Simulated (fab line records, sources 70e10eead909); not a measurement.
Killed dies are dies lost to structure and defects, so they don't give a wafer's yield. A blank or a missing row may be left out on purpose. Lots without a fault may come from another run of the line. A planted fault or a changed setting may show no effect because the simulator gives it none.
Which tool did it? | flow nand_harc | 11 lots, 33 wafers sampled, at 7 steps of a route of 1159

WHAT THE GAUGES READ, wafer by wafer
NHARC_A_BLC_CD_MEAS_10: target cd 100 nm. Usual: cd_nm 99.9 nm, standard deviation 0.53.
lot  | measured     | on        | cd_nm (nm)        | flag
L165 | day 17 21:08 | cd_sem-01 | 99.6 99.6 100.0   |
L168 | day 17 21:53 | cd_sem-03 | 100.9 100.6 100.6 |
L167 | day 17 23:04 | cd_sem-01 | 99.8 99.6 99.2    |
L170 | day 19 02:02 | cd_sem-03 | 99.6 98.8 99.2    |
L176 | day 20 03:14 | cd_sem-02 | 100.4 100.6 100.3 |
L177 | day 20 05:49 | cd_sem-02 | 99.6 100.1 100.3  |
L175 | day 20 18:59 | cd_sem-01 | 100.4 100.4 100.8 |
L179 | day 20 19:43 | cd_sem-01 | 100.3 99.5 100.2  |
L184 | day 21 20:03 | cd_sem-01 | 99.6 99.6 98.8    |
L185 | day 22 20:05 | cd_sem-02 | 100.0 99.6 100.3  |
L186 | day 22 21:37 | cd_sem-03 | 100.3 100.1 100.0 |

NHARC_A_M0_CD_MEAS_09: target cd 80 nm. Usual: cd_nm 80.1 nm, standard deviation 0.61.
lot  | measured     | on        | cd_nm (nm)     | flag
L165 | day 18 04:02 | cd_sem-02 | 80.5 80.5 80.0 |
L168 | day 18 04:29 | cd_sem-03 | 80.7 80.6 80.8 |
L167 | day 18 08:43 | cd_sem-03 | 80.6 80.0 79.6 |
L170 | day 19 06:22 | cd_sem-01 | 81.2 79.7 80.2 |
L176 | day 20 07:21 | cd_sem-03 | 80.7 80.2 79.3 |
L177 | day 20 09:55 | cd_sem-01 | 77.3 76.1 75.8 | OFF
L175 | day 21 07:48 | cd_sem-03 | 81.5 79.9 80.1 |
L179 | day 21 08:17 | cd_sem-02 | 76.4 76.2 76.7 | OFF
L184 | day 22 04:54 | cd_sem-03 | 79.4 79.7 79.7 |
L185 | day 23 01:07 | cd_sem-02 | 80.5 80.2 80.7 |
L186 | day 23 02:16 | cd_sem-01 | 80.1 79.5 79.8 |

NHARC_A_M0_CD_MEAS_16. Usual: cd_nm 80.0 nm, standard deviation 0.8.
lot  | measured     | on        | cd_nm (nm)     | flag
L165 | day 18 04:32 | cd_sem-01 | 79.7 80.0 80.4 |
L168 | day 18 04:59 | cd_sem-02 | 79.9 80.8 80.8 |
L167 | day 18 09:13 | cd_sem-02 | 79.7 80.1 78.8 |
L170 | day 19 06:51 | cd_sem-01 | 81.3 79.1 80.7 |
L176 | day 20 07:50 | cd_sem-03 | 79.9 79.8 78.4 |
L177 | day 20 10:24 | cd_sem-03 | 77.6 76.5 76.1 | OFF
L175 | day 21 08:17 | cd_sem-03 | 80.7 79.8 79.8 |
L179 | day 21 08:47 | cd_sem-03 | 76.5 76.3 77.3 | OFF
L184 | day 22 05:26 | cd_sem-02 | 80.1 79.5 80.0 |
L185 | day 23 01:36 | cd_sem-02 | 79.9 80.0 80.5 |
L186 | day 23 02:45 | cd_sem-03 | 80.4 79.4 78.7 |

NHARC_END_SORT_01. Usual: defect_limited_yield 95.4 %, standard deviation 1.3; killed_at_array 27, standard deviation 8; killed_at_other 0.8, standard deviation 1.2; killed_at_periphery 3.3, standard deviation 2.3; killed_dies 31, standard deviation 8.8; killed_open 3.2, standard deviation 2.1; killed_short 2.1, standard deviation 1.4; sort_bin_2_pct 1.4 %, standard deviation 0.55; sort_bin_3_pct 0.25 %, standard deviation 0.2; sort_bin_4_pct 2.9 %, standard deviation 0.92; sort_n_pass 646, standard deviation 8.8; sort_rim_yield_pct 95.5 %, standard deviation 2.7; sort_yield_pct 95.4 %, standard deviation 1.3.
lot  | measured     | on        | defect_limited_yield (%) | killed_at_array | killed_at_other | killed_at_periphery | killed_dies | killed_open | killed_short | sort_bin_2_pct (%) | sort_bin_3_pct (%) | sort_bin_4_pct (%) | sort_n_pass | sort_rim_yield_pct (%) | sort_yield_pct (%) | flag
L176 | day 22 04:27 | prober-01 | 95.9 96.0 96.2           | 20 24 20        | 3 2 3           | 5 1 3               | 28 27 26    | 4 5 1       | 3 1 4        | 1.2 1.3 0.9        | 0.30 0.30 0        | 2.7 2.4 3.0        | 649 650 651 | 100.0 99.1 92.5        | 95.9 96.0 96.2     |
L175 | day 23 01:47 | prober-01 | 92.9 95.3 94.7           | 43 30 29        | 4 0 2           | 1 2 5               | 48 32 36    | 1 2 2       | 1 0 1        | 3.2 1.3 1.2        | 0.59 0.30 0.15     | 3.2 3.1 4.0        | 629 645 641 | 98.1 93.4 94.3         | 92.9 95.3 94.7     |
L179 | day 23 10:26 | prober-02 | 96.6                     | 20              | 1               | 2                   | 23          | 2           | 4            | 0.6                | 0.15               | 2.7                | 654         | 98.1                   | 96.6               |
L185 | day 24 17:18 | prober-01 | 92.6 90.1 92.0           | 42 60 50        | 0 0 0           | 8 7 4               | 50 67 54    | 2 0 2       | 1 2 3        | 3.1 2.7 2.5        | 0.74 0.44 0.44     | 3.5 6.8 5.0        | 627 610 623 | 88.7 92.5 98.1         | 92.6 90.1 92.0     |
L186 | day 24 18:07 | prober-02 | 95.3 95.0 95.6           | 32 32 24        | 0 1 0           | 0 1 6               | 32 34 30    | 9 3 5       | 2 4 3        | 1.5 1.9 1.3        | 0.15 0.15 0.30     | 3.1 3.0 2.8        | 645 643 647 | 96.2 95.3 97.2         | 95.3 95.0 95.6     |

WHICH TOOL RAN EACH LOT (tool, then ch and the chambers of the sampled wafers, then the start)
lot  | NHARC_A_M0_EXPOSE_06               | NHARC_A_M0_STRIP_18                | NHARC_A_M0_PRE_CLEAN_29
L165 | arfi_scanner-02 ch 0, day 18 03:54 | rie_diel-04 ch 0,1,3, day 18 04:40 | pvd_sputter-01, no start
L168 | arfi_scanner-01 ch 0, day 18 04:22 | rie_diel-04 ch 0,1, day 18 05:03   | pvd_sputter-03, no start
L167 | arfi_scanner-01 ch 0, day 18 08:35 | rie_diel-04 ch 2,3, day 18 09:19   | pvd_sputter-01, no start
L170 | arfi_scanner-02 ch 0, day 19 06:13 | rie_diel-04 ch 0,1,2, day 19 06:56 | pvd_sputter-01, no start
L176 | arfi_scanner-02 ch 0, day 20 07:13 | rie_diel-07 ch 1,2,3, day 20 07:57 | pvd_sputter-02, day 22 04:27 or earlier
L177 | arfi_scanner-02 ch 0, day 20 09:47 | rie_diel-07 ch 0,1,3, day 20 10:32 | pvd_sputter-01, no start
L175 | arfi_scanner-01 ch 0, day 21 07:40 | rie_diel-07 ch 0,1, day 21 08:23   | pvd_sputter-02, day 23 01:47 or earlier
L179 | arfi_scanner-02 ch 0, day 21 08:09 | rie_diel-04 ch 0,2,3, day 21 08:52 | pvd_sputter-03, day 23 10:26 or earlier
L184 | arfi_scanner-03 ch 0, day 22 04:44 | rie_diel-04 ch 1,2,3, day 22 05:32 | pvd_sputter-03, no start
L185 | arfi_scanner-01 ch 0, day 23 00:59 | rie_diel-02 ch 1,2,3, day 23 01:41 | pvd_sputter-01, day 24 17:18 or earlier
L186 | arfi_scanner-01 ch 0, day 23 02:08 | rie_diel-02 ch 1,3, day 23 02:49   | pvd_sputter-03, day 24 18:07 or earlier
- NHARC_A_M0_EXPOSE_06: exposes mask A M0, target cd 80 nm.
- NHARC_A_M0_STRIP_18: strips in N2/H2.
- NHARC_A_M0_PRE_CLEAN_29: time 30 s.

WHAT THE TOOLS THEMSELVES READ (means of the sampled wafers that have a number; where no wafer has one, the mark that the record gives instead)
NHARC_A_M0_EXPOSE_06. Usual: exposure_dose_mJ_cm2 83.26, standard deviation 0.084.
lot  | tool            | exposure_dose_mJ_cm2 | flag
L165 | arfi_scanner-02 | 83.15                |
L168 | arfi_scanner-01 | 83.21                |
L167 | arfi_scanner-01 | 83.22                |
L170 | arfi_scanner-02 | 83.33                |
L176 | arfi_scanner-02 | 83.30                |
L177 | arfi_scanner-02 | 79.04                | OFF
L175 | arfi_scanner-01 | 83.31                |
L179 | arfi_scanner-02 | 79.92                | OFF
L184 | arfi_scanner-03 | 83.38                |
L185 | arfi_scanner-01 | 83.24                |
L186 | arfi_scanner-01 | 83.33                |

NHARC_A_M0_STRIP_18. Usual: drypump_motor_current_A 5.6 A, standard deviation 0.4; oes_product_au 0.998 a.u., standard deviation 0.0097; rf_vpp_V 90.7 V, standard deviation 0.89; showerhead_plenum_p_Torr 2.06 Torr, standard deviation 0.087; throttle_valve_pct 14.171 %, standard deviation 0.0085.
lot  | tool        | drypump_motor_current_A (A) | oes_product_au (a.u.) | rf_vpp_V (V) | showerhead_plenum_p_Torr (Torr) | throttle_valve_pct (%) | flag
L165 | rie_diel-04 | 5.3                         | 1.006                 | 91.0         | 2.08                            | 14.180                 |
L168 | rie_diel-04 | 5.4                         | 0.999                 | 90.7         | 2.12                            | 14.177                 |
L167 | rie_diel-04 | 6.1                         | 0.991                 | 90.8         | 2.10                            | 14.169                 |
L170 | rie_diel-04 | 5.7                         | 1.003                 | 91.0         | 2.10                            | 14.173                 |
L176 | rie_diel-07 | 5.4                         | 1.001                 | 90.4         | 2.03                            | 14.172                 |
L177 | rie_diel-07 | 5.7                         | 0.995                 | 90.6         | 2.00                            | 14.170                 |
L175 | rie_diel-07 | 5.6                         | 0.996                 | 90.6         | 2.00                            | 14.169                 |
L179 | rie_diel-04 | 5.7                         | 0.996                 | 89.9         | 2.12                            | 14.172                 |
L184 | rie_diel-04 | 5.7                         | 0.999                 | 91.0         | 2.06                            | 14.177                 |
L185 | rie_diel-02 | 5.8                         | 1.002                 | 91.7         | 2.12                            | 14.161                 |
L186 | rie_diel-02 | 5.8                         | 0.991                 | 91.4         | 2.13                            | 14.166                 |

NHARC_A_M0_PRE_CLEAN_29. Usual: heater_power_w 418 W, standard deviation 48.
lot  | tool           | heater_power_w (W) | flag
L165 | pvd_sputter-01 | 407                |
L168 | pvd_sputter-03 | 459                |
L167 | pvd_sputter-01 | 381                |
L170 | pvd_sputter-01 | 370                |
L176 | pvd_sputter-02 | 454                |
L177 | pvd_sputter-01 | 354                |
L175 | pvd_sputter-02 | 449                |
L179 | pvd_sputter-03 | 445                |
L184 | pvd_sputter-03 | 418                |
L185 | pvd_sputter-01 | 395                |
L186 | pvd_sputter-03 | 466                |

THE ANSWER, worked out from the rows above alone
Rule: a lot is off if the mean of its wafers that have a number lies more than 3 standard deviations from the usual mean. A lot without any number at a reading at which 4 lots or more have one is off too. The other lots that the step has rows for count as sound. The gauges are gone through in route order, then the tools' own readings, and for those a lot's mean is taken as printed above. The first step at which some lot is off is used, and at that step the reading that is off furthest; a lot without a number counts as furthest.
Off: L177, L179, at NHARC_A_M0_CD_MEAS_09 (cd_nm).
A tool fits if, at a process step before that reading, it ran every lot that is off, and no sound lot after the first of them. The gauges at NHARC_A_M0_CD_MEAS_09 aren't tried: what is off there is off at NHARC_A_M0_CD_MEAS_16 too, on other tools, and a gauge's error can't cause that. One fits: arfi_scanner-02 at NHARC_A_M0_EXPOSE_06. Its last sound lot is L176 (day 20 07:13), its first lot that is off L177 (day 20 09:47): a fault that began between those two fits.
The tool's own readings at NHARC_A_M0_EXPOSE_06 bear it out: on the lots that are off they differ by more than 5 times the standard deviation of the sound lots' means. exposure_dose_mJ_cm2 reads 79.48 there against 83.27 on the sound lots.

WHAT THE SIMULATOR HAD PUT IN
Process parameter drift: arfi_scanner-02, from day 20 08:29 on, at NHARC_A_M0_EXPOSE_06. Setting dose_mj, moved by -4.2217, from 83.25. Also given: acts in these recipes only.
Lots struck among those shown: L177, L179. The rule above found the same.
